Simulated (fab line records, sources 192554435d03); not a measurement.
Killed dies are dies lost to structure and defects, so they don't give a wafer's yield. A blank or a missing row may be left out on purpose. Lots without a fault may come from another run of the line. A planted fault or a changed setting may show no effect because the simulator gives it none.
Split-lot experiment | flow n5_finfet | 7 lots, 21 wafers read, on a route of 1938 steps

THE SPLIT
At N5_MOL_CONTACT_COAG_PRECLEAN_111 (cleans in NF3:NH3, afs cycles 1, time 20 s, sublimation time 60 s), the setting time_s was moved away from the recipe's 20 s on 5 of the 21 wafers read, by -21.1% to +8.1%. The other wafers ran this setting at the recipe's value.

FROM THE SPLIT TO THE READING: what the file shows between them, 5 steps
- N5_MOL_CONTACT_COAG_SPUTTER_130: material Co, target thk 47.5 nm (also split here: power_w)
- N5_MOL_CONTACT_COAG_PRECLEAN_125: cleans in DIW, time 57.5 s
- N5_MOL_CONTACT_COAG_SRD_126: dry time 32 s
- N5_MOL_CONTACT_COAG_VIA_ETCH_46: etches SiO2 in C4F6/O2, target depth 46 nm, overetch 9.2 nm, time 40 s
- N5_MOL_CONTACT_COAG_STRIP_96: strips in N2/H2

THE READING
etch.depth_nm (the simulator's own value, which no gauge read), in nm, at N5_MOL_CONTACT_COAG_ETCH_47 (etches SiNx in CH3F/O2, stops on W, target depth 27 nm). The file gives no usual value for it. The 16 wafers here that ran the recipe average 17.85 nm, standard deviation 0.067 nm.

wafer  | tool, chamber at the split | time_s as run, s | against the recipe | etch.depth_nm, nm | against lot-mates on the recipe
L076.2 | remote_plasma-01, 1        | 20               | recipe             | 17.87             | -
L076.6 | remote_plasma-01, 1        | 20               | recipe             | 17.87             | -
L076.4 | remote_plasma-01, 1        | 17.81            | -11.0%             | 18.04             | +0.17
L081.2 | remote_plasma-02, 0        | 20               | recipe             | 17.78             | -
L081.3 | remote_plasma-02, 0        | 20               | recipe             | 17.85             | -
L081.5 | remote_plasma-02, 0        | 20               | recipe             | 17.82             | -
L083.2 | remote_plasma-01, 1        | 20               | recipe             | 17.91             | -
L083.5 | remote_plasma-01, 1        | 20               | recipe             | 17.94             | -
L083.6 | remote_plasma-01, 1        | 20               | recipe             | 17.85             | -
L084.1 | remote_plasma-02, 1        | 20               | recipe             | 17.9              | -
L084.2 | remote_plasma-02, 1        | 20               | recipe             | 17.82             | -
L084.5 | remote_plasma-02, 1        | 21.63            | +8.1%              | 17.81             | -0.05
L087.1 | remote_plasma-01, 1        | 15.79            | -21.1%             | 17.99             | +0.27
L087.4 | remote_plasma-01, 1        | 20               | recipe             | 17.73             | -
L087.6 | remote_plasma-01, 1        | 20               | recipe             | 17.7              | -
L096.1 | remote_plasma-01, 1        | 20               | recipe             | 17.94             | -
L096.5 | remote_plasma-01, 1        | 20               | recipe             | 17.89             | -
L096.6 | remote_plasma-01, 1        | 20               | recipe             | 17.88             | -
L097.2 | remote_plasma-02, 0        | 20               | recipe             | 17.91             | -
L097.4 | remote_plasma-02, 0        | 16.13            | -19.4%             | 18.11             | +0.20
L097.6 | remote_plasma-02, 0        | 16.13            | -19.4%             | 18.03             | +0.12

THE FIT
A straight line over all 21 wafers: etch.depth_nm changes by -0.00966 nm for each +1% of time_s; r = -0.75; the points scatter about the line by 0.068 nm.
The same after taking each lot's own level away (the mean of its wafers on the recipe; 21 wafers): -0.0102 nm for each +1%; r = -0.91; scatter 0.037 nm.
On that fit, the largest move of time_s shifts the reading by 0.21 nm.
The lots' own levels span 17.715 to 17.910 nm, that is 2.9 times the standard deviation above.
So the lot-to-lot level blurs the effect unless lot-mates are compared.
Check: with one of the wafers moved furthest among these (-21.1%) left out of the fit, the line predicts +0.191 nm for it against its lot-mates. It came out at +0.275 nm against them.

OTHER SPLITS ON THESE WAFERS
These wafers also went through other splits before the reading. Each is held against what the fit with the lots' levels taken away leaves over:
other split on the same wafers          | wafers away from the commonest value | r with etch.depth_nm (lot level and that fit taken away)
N5_SD_ACTIVATION_LSA_01 temp_c          | 4                                    | -0.23
N5_HKMG_FIN_COAT_30 spin_rpm            | 7                                    | -0.18
N5_HKMG_FIN_DEVELOP_11 develop_time_s   | 6                                    | +0.46
N5_MOL_CONTACT_COAG_SPUTTER_130 power_w | 6                                    | +0.40

THE FILE'S OWN FIT
etch.depth_nm changes by -0.0111 nm for each +1% of time_s, r = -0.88.
